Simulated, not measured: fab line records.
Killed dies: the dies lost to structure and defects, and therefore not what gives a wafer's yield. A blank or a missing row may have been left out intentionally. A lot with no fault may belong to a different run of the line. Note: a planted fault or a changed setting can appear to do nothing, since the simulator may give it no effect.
A struck lot beside a sound one + flow n5_finfet + 15 steps out of a route of 1938
Sound: these wafers, L337.2, L337.4, L337.6. Struck: wafers L352.1, L352.3, L352.5. The cause is given at the end.
Order at every step that has rows: each side's tool, ch and its chambers, its first start. Under that, the readings that differ: sound wafers + struck wafers + difference of the means + sigmas: that difference in standard deviations of wafers without a fault.
alike: words and numbers the same on both sides, and readings whose means are apart by under 2 such deviations; not compared: readings that were withheld, readings missing a value for some wafer, numbers with overlapping values and no deviation given by the record, and bounds like >300 which may hide the same value.
The two part at a step that has a row with sigmas, a row that says differs or no value, or rows on one side only. Numbers that don't overlap but have no deviation are shown without sigmas and don't part them. Lack of a reading on every wafer of one side parts them only where that side has two or more wafers.

N5_BEOL_M8_CD_MEAS_35: target cd 40 nm.
  struck on cd_sem-01, day 14 01:47; sound on cd_sem-01, day 9 22:19
  alike: cd_nm
N5_BEOL_M8_CURE_75: cures SiCOH lowk, time 120 s.
  sound on uv_cure-02 ch 1, day 9 22:25; struck on uv_cure-02 ch 1, day 14 02:04
  alike: lamp_power_pct, wafer_temp_C_max
then, 3 steps without rows for these wafers: N5_BEOL_M8_DEGAS_44 (time 60 s); N5_BEOL_M8_PRE_CLEAN_45 (time 30 s); N5_BEOL_M8_ALD_77 (deposits TaN, target thk 2 nm, pulse time 2 s, purge time 3 s).
N5_BEOL_M8_SURFACE_TREAT_79:
  struck on pvd_sputter-02, day 14 04:35; sound on pvd_sputter-01, day 10 00:35
  not compared: pressure_mtorr, throttle_valve_pct
then, 1 step without rows for these wafers: N5_BEOL_M8_CVD_78 (deposits Co from CCTBA/H2, target thk 2 nm, time 142.3 s).
N5_BEOL_M8_SPUTTER_48: material Cu, target thk 10 nm, time 1.667 s.
  struck on pvd_sputter-02, day 14 04:48; sound on pvd_sputter-01, day 10 00:47
  alike: susceptor_temp_C, throttle_valve_pct
then, 1 step without rows for these wafers: N5_BEOL_M8_ECD_50 (material Cu, target thk 300 nm).
N5_BEOL_M8_ANNEAL_51: time 90 s.
  sound on rtp_anneal-02 ch 0, day 10 01:10; struck on rtp_anneal-02 ch 0, day 14 05:08
  alike: anneal_temp_c, wafer_temp_C_max
N5_BEOL_M8_CMP_52: polishes, stops on SiCOH lowk, t overpolish 6.9 s, target thk 80 nm.
  sound on cmp-04 ch 0,1,3, day 10 01:33; struck on cmp-02 ch 1,3, day 14 05:29
  alike: barrier_field_endpoint_s, edge_zone_pressure_frac, motor_current_A, overpolish_run_s, time_to_endpoint_s
N5_BEOL_M8_THK_MEAS_53: measures by xrf.
  struck on film_metro-01, day 14 05:44; sound on film_metro-01, day 10 01:49
  alike: M8_THK
N5_BEOL_M8_PRE_CLEAN_55: time 15 s.
  sound on pecvd-03 ch 0, day 10 01:50; struck on pecvd-03 ch 0,2, day 14 05:47
| reading            | sound             | struck            | difference | sigmas |
|--------------------|-------------------|-------------------|------------|--------|
| rf_fwd_power_W (W) | 294.1 294.8 293.6 | 315.8 317.1 316.8 | +22.4      | +15    |
then, 1 step without rows for these wafers: N5_BEOL_M8_DEP_56 (deposits SiCN from 3MS/NH3, target thk 10 nm, time 17.5 s).
-- here the record skips 3 days between the struck wafers' starts before and after, leaving off in module BEOL_M8 and picking up in module PASSIVATION (first step shown: number 1936 of the route) --
N5_PASSIVATION_PROBE_49:
  struck on prober-02, day 17 15:24; sound on prober-02, day 13 08:02
  alike: defect_limited_yield, killed_at_M0_to_M3, killed_at_M4_up, killed_at_contacts, killed_at_front_end, killed_at_other, killed_dies, killed_on_rim, killed_open, killed_short, sort_bin_5_function, sort_bin_6_memory, sort_n_pass, sort_yield_pct

WHERE THEY PART
Within this record, at N5_BEOL_M8_PRE_CLEAN_55 only. Later steps at which nothing parts them and some readings are alike: N5_PASSIVATION_PROBE_49.

WHY: what the simulator had put in
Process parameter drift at N5_BEOL_M8_PRE_CLEAN_55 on pecvd-03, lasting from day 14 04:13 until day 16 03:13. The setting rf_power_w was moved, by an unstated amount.
